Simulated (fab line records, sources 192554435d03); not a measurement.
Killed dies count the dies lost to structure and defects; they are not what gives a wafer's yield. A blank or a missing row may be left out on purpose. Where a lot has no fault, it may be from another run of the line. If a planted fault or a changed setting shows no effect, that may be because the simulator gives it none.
Lot-split experiment | flow n5_finfet | 7 lots, 21 wafers read, on a route of 1938 steps

== SPLIT DETAILS ==
At N5_BEOL_M7_DESCUM_33 (chemistry O2, time 7 s), the setting time_s was moved away from the recipe's 7 s on 11 of the 21 wafers read, by -18.5% to +15.4%. For the rest of the wafers, this setting stayed at what the recipe calls for.

== THE PATH FROM SPLIT TO READING: the file shows 1 step between them ==
- N5_BEOL_M7_ETCH_72: etches underlayer in N2/H2, target depth 6.5 nm, time 5.2 s

== THE READING ==
CAR-EUV_of_BEOL_M7_COAT_22.thk_nm (the simulator's own value, which no gauge read), in nm, at N5_BEOL_M7_ETCH_65 (etches SiARC in CF4, target depth 15.6 nm, time 26 s). No usual value for it is given in the file. Across the 10 wafers here that went through the recipe, the average is 11.2 nm and the standard deviation 0.089 nm.

wafer  | tool, chamber at the split | time_s as run, s | against the recipe | CAR-EUV_of_BEOL_M7_COAT_22.thk_nm, nm | against lot-mates on the recipe
L075.1 | rie_diel-04, 2,0           | 7                | recipe             | 11.2                                  | -
L075.3 | rie_diel-04, 2,0           | 7                | recipe             | 11.2                                  | -
L075.4 | rie_diel-04, 1             | 7                | recipe             | 11.2                                  | -
L076.1 | rie_diel-03, 2             | 6.582            | -6.0%              | 11.4                                  | +0.0
L076.6 | rie_diel-03, 2             | 6.582            | -6.0%              | 11.4                                  | +0.0
L076.2 | rie_diel-03, 1             | 7                | recipe             | 11.4                                  | -
L077.2 | rie_diel-04, 1             | 7                | recipe             | 11.2                                  | -
L077.5 | rie_diel-04, 1             | 7.831            | +11.9%             | 10.8                                  | -0.3
L077.6 | rie_diel-04, 2             | 7                | recipe             | 11                                    | -
L080.4 | rie_diel-04, 2,3,0         | 7.558            | +8.0%              | 10.8                                  | no lot-mate on the recipe
L080.5 | rie_diel-04, 2,3,0         | 7.558            | +8.0%              | 10.8                                  | no lot-mate on the recipe
L080.6 | rie_diel-04, 2,3,0         | 7.558            | +8.0%              | 10.8                                  | no lot-mate on the recipe
L087.1 | rie_diel-03, 0,1           | 7                | recipe             | 11.2                                  | -
L087.2 | rie_diel-03, 0,1           | 7                | recipe             | 11.2                                  | -
L087.4 | rie_diel-03, 3             | 8.079            | +15.4%             | 10.6                                  | -0.6
L089.2 | rie_diel-02, 3,1,1         | 5.704            | -18.5%             | 11.8                                  | no lot-mate on the recipe
L089.3 | rie_diel-02, 3,1,1         | 5.704            | -18.5%             | 11.8                                  | no lot-mate on the recipe
L089.5 | rie_diel-02, 3,1,1         | 5.704            | -18.5%             | 12                                    | no lot-mate on the recipe
L090.1 | rie_diel-02, 1             | 7                | recipe             | 11.2                                  | -
L090.2 | rie_diel-02, 3             | 7                | recipe             | 11.2                                  | -
L090.4 | rie_diel-02, 0             | 7.469            | +6.7%              | 10.8                                  | -0.4
When a row names more than one chamber, that row covers several wafers, and the file does not tell which wafer ran in which chamber.

THE FIT
A straight line over all 21 wafers: CAR-EUV_of_BEOL_M7_COAT_22.thk_nm changes by -0.0385 nm for each +1% of time_s; r = -0.97; the points scatter about the line by 0.089 nm.
The same after taking each lot's own level away (the mean of its wafers on the recipe; 15 wafers): -0.0294 nm for each +1%; r = -0.88; scatter 0.095 nm.
According to that fit, moving time_s by its largest amount changes the reading by 0.54 nm.
The span of the lots' own levels, 11.10 to 11.40 nm, comes to 3.4 times the standard deviation stated above.
So the lot-to-lot level changes the slope: the two fits differ.
Check: -0.398 nm against its lot-mates is what the line predicts for one of the wafers moved furthest among these (+15.4%) when that wafer is left out of the fit. Against them it came out at -0.6 nm.

== THE OTHER SPLITS THESE WAFERS WENT THROUGH ==
Other splits were also applied to these wafers ahead of the reading. Each is held against what the fit with the lots' levels taken away leaves over:
other split on the same wafers    | wafers away from the commonest value | r with CAR-EUV_of_BEOL_M7_COAT_22.thk_nm (lot level and that fit taken away)
N5_BEOL_M5_HM_DEP_02 target_thk_a | 11                                   | -0.03
N5_BEOL_M5_ETCH_41 source_w       | 7                                    | +0.13
N5_BEOL_M7_PECVD_70 temp_c        | 6                                    | -0.12
N5_BEOL_M7_HM_DEP_02 target_thk_a | 9                                    | +0.06

== THE WHOLE CHAIN: every reading that the file lists as answering this split, in the file's order ==
step                 | what it does                                                | reading                                                                            | change (the file's fit)                | r (the file's)
N5_BEOL_M7_DESCUM_33 | chemistry O2, time 7 s                                      | CAR-EUV_of_BEOL_M7_COAT_22.thk_nm (the simulator's own value, which no gauge read) | -0.032 nm for each +1% of the setting  | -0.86
N5_BEOL_M7_ETCH_72   | etches underlayer in N2/H2, target depth 6.5 nm, time 5.2 s | CAR-EUV_of_BEOL_M7_COAT_22.thk_nm (the simulator's own value, which no gauge read) | -0.0363 nm for each +1% of the setting | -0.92
N5_BEOL_M7_ETCH_65   | etches SiARC in CF4, target depth 15.6 nm, time 26 s        | CAR-EUV_of_BEOL_M7_COAT_22.thk_nm (the simulator's own value, which no gauge read) | -0.0337 nm for each +1% of the setting | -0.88

== FILE'S OWN FIT ==
CAR-EUV_of_BEOL_M7_COAT_22.thk_nm changes by -0.0337 nm for each +1% of time_s, r = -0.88.
